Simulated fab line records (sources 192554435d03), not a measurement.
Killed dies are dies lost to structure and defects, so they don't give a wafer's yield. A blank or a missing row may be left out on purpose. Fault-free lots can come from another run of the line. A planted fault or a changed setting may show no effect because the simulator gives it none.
Split-lot trial + flow n5 finfet + 7 lots, 39 wafers read, on a route of 1938 steps

## THE SPLIT
At N5_SD_EPI_N_EPI_21 (deposits Si:P, time 690 s), the setting epi growth time s was moved away from the recipe's 690 s on 12 of the 39 wafers read, by -7.9% to +11.2%. The other wafers ran this setting at the recipe's value.

## FROM THE SPLIT TO THE READING: what the file shows between them, 10 steps
- N5_SD_EPI_P_ETCH_16: etches SiO2 in CHF3/O2, target depth 5 nm (also split here: target depth a)
- N5_SD_EPI_P_STRIP_50: strips in CHF3/O2
- N5_SD_EPI_P_SD_RECESS_17: chemistry HBr/Cl2/O2, target depth 39.1 nm, bt time 3 s
- N5_SD_EPI_P_HM_STRIP_48: strips SiNx in H3PO4, material SiNx, target depth 3 nm
- N5_SD_EPI_P_SRD_49: time 30 s
- N5_SD_EPI_P_PRECLEAN_24: cleans in O3/DIW, time 45 s
- N5_SD_EPI_P_PRECLEAN_32: cleans in dHF, time 10 s
- N5_SD_EPI_P_PRECLEAN_33: cleans in SC2, time 45 s
- N5_SD_ACTIVATION_RTA_00: time 0 s
- N5_SD_ACTIVATION_LSA_01: time 0.0008 s

## THE READING
RS_SD_N (ohm/sq), read at N5_SD_ACTIVATION_RS_MEAS_03 with a four-point probe. A value of 21.79 ohm/sq with a standard deviation of 0.27 ohm/sq is what fault-free wafers of this fab line usually give.

| wafer  | tool, chamber at the split | epi growth time s as run, s | against the recipe | RS_SD_N, ohm/sq | against lot-mates on the recipe |
|--------|----------------------------|-----------------------------|--------------------|-----------------|---------------------------------|
| L075.4 | epi rpcvd-02, 0            | 690                         | recipe             | 21.63           | -                               |
| L075.5 | epi rpcvd-02, 0            | 690                         | recipe             | 21.98           | -                               |
| L075.6 | epi rpcvd-02, 0            | 690                         | recipe             | 22.02           | -                               |
| L077.1 | epi rpcvd-03, 0            | 690                         | recipe             | 21.95           | -                               |
| L077.2 | epi rpcvd-03, 0            | 690                         | recipe             | 22.09           | -                               |
| L077.3 | epi rpcvd-03, 0            | 690                         | recipe             | 21.58           | -                               |
| L077.4 | epi rpcvd-03, 0            | 731.2                       | +6.0%              | 20.83           | -1.04                           |
| L077.5 | epi rpcvd-03, 0            | 731.2                       | +6.0%              | 20.81           | -1.06                           |
| L077.6 | epi rpcvd-03, 0            | 731.2                       | +6.0%              | 20.92           | -0.95                           |
| L078.1 | epi rpcvd-03, 0            | 690                         | recipe             | 21.43           | -                               |
| L078.2 | epi rpcvd-03, 0            | 767                         | +11.2%             | 19.95           | -1.50                           |
| L078.3 | epi rpcvd-03, 0            | 690                         | recipe             | 21.44           | -                               |
| L078.4 | epi rpcvd-03, 0            | 690                         | recipe             | 21.47           | -                               |
| L078.5 | epi rpcvd-03, 0            | 767                         | +11.2%             | 20.18           | -1.27                           |
| L078.6 | epi rpcvd-03, 0            | 767                         | +11.2%             | 20.19           | -1.26                           |
| L083.1 | epi rpcvd-01, 0            | 690                         | recipe             | 21.68           | -                               |
| L083.2 | epi rpcvd-01, 0            | 690                         | recipe             | 21.98           | -                               |
| L083.3 | epi rpcvd-01, 0            | 635.2                       | -7.9%              | 23.37           | +1.39                           |
| L083.4 | epi rpcvd-01, 0            | 690                         | recipe             | 22.29           | -                               |
| L083.5 | epi rpcvd-01, 0            | 635.2                       | -7.9%              | 23.07           | +1.09                           |
| L083.6 | epi rpcvd-01, 0            | 635.2                       | -7.9%              | 23.31           | +1.33                           |
| L086.1 | epi rpcvd-01, 0            | 690                         | recipe             | 21.67           | -                               |
| L086.2 | epi rpcvd-01, 0            | 659.4                       | -4.4%              | 22.00           | +0.34                           |
| L086.3 | epi rpcvd-01, 0            | 659.4                       | -4.4%              | 21.86           | +0.20                           |
| L086.4 | epi rpcvd-01, 0            | 690                         | recipe             | 21.70           | -                               |
| L086.5 | epi rpcvd-01, 0            | 690                         | recipe             | 21.60           | -                               |
| L086.6 | epi rpcvd-01, 0            | 659.4                       | -4.4%              | 22.00           | +0.34                           |
| L091.1 | epi rpcvd-02, 0            | 690                         | recipe             | 21.92           | -                               |
| L091.2 | epi rpcvd-02, 0            | 690                         | recipe             | 21.81           | -                               |
| L091.3 | epi rpcvd-02, 0            | 690                         | recipe             | 22.09           | -                               |
| L091.4 | epi rpcvd-02, 0            | 690                         | recipe             | 21.72           | -                               |
| L091.5 | epi rpcvd-02, 0            | 690                         | recipe             | 22.02           | -                               |
| L091.6 | epi rpcvd-02, 0            | 690                         | recipe             | 22.02           | -                               |
| L096.1 | epi rpcvd-03, 0            | 690                         | recipe             | 21.58           | -                               |
| L096.2 | epi rpcvd-03, 0            | 690                         | recipe             | 21.72           | -                               |
| L096.3 | epi rpcvd-03, 0            | 690                         | recipe             | 21.62           | -                               |
| L096.4 | epi rpcvd-03, 0            | 690                         | recipe             | 21.93           | -                               |
| L096.5 | epi rpcvd-03, 0            | 690                         | recipe             | 21.52           | -                               |
| L096.6 | epi rpcvd-03, 0            | 690                         | recipe             | 21.57           | -                               |

THE FIT
A straight line over all 39 wafers: RS_SD_N changes by -0.15 ohm/sq for each +1% of epi growth time s; r = -0.93; the points scatter about the line by 0.26 ohm/sq.
The same after taking each lot's own level away (the mean of its wafers on the recipe; 39 wafers): -0.133 ohm/sq for each +1%; r = -0.95; scatter 0.19 ohm/sq.
The reading moves by 1.5 ohm/sq for the largest change in epi growth time s, on that fit.
The lots' own levels span 21.447 to 21.983 ohm/sq, that is 2.0 times the standard deviation above.
Thus the slope moves with the lot-to-lot level: the two fits are different.
Check: for one of the wafers moved furthest among these (+11.2%), held out of the fit, the line's prediction against its lot-mates is -1.5 ohm/sq. It came out at -1.5 ohm/sq against them.

## FURTHER SPLITS ON THESE WAFERS
Before the reading, these wafers also passed through other splits. Each is held against what the fit with the lots' levels taken away leaves over:
| other split on the same wafers     | wafers away from the commonest value | r with RS_SD_N (lot level and that fit taken away) |
|------------------------------------|--------------------------------------|----------------------------------------------------|
| N5_WELL_APT_IMPLANT_32 energy kev  | 12                                   | +0.14                                              |
| N5_DUMMY_GATE_EXPOSE_12 dose mj    | 12                                   | +0.11                                              |
| N5_DUMMY_GATE_ETCH_37 source w     | 12                                   | -0.08                                              |
| N5_SD_EPI_P_ETCH_16 target depth a | 9                                    | +0.28                                              |

## THE WHOLE CHAIN: every reading that the file lists as answering this split, in the file's order
| step                        | what it does                 | reading                                                                         | change (the file's fit)               | r (the file's) |
|-----------------------------|------------------------------|---------------------------------------------------------------------------------|---------------------------------------|----------------|
| N5_SD_EPI_N_EPI_21          | deposits Si:P, time 690 s    | Si-P_of_SD_EPI_N_EPI_21.thk nm (the simulator's own value, which no gauge read) | +0.347 nm for each +1% of the setting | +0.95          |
| N5_SD_EPI_P_PRECLEAN_24     | cleans in O3/DIW, time 45 s  | Si-P_of_SD_EPI_N_EPI_21.thk nm (the simulator's own value, which no gauge read) | +0.343 nm for each +1% of the setting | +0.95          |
| N5_SD_ACTIVATION_RS_MEAS_03 | measures by four-point-probe | RS_SD_N                                                                         | -0.133 for each +1% of the setting    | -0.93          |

## THE FILE'S OWN FIT
RS_SD_N changes by -0.133 ohm/sq for each +1% of epi growth time s, r = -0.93.
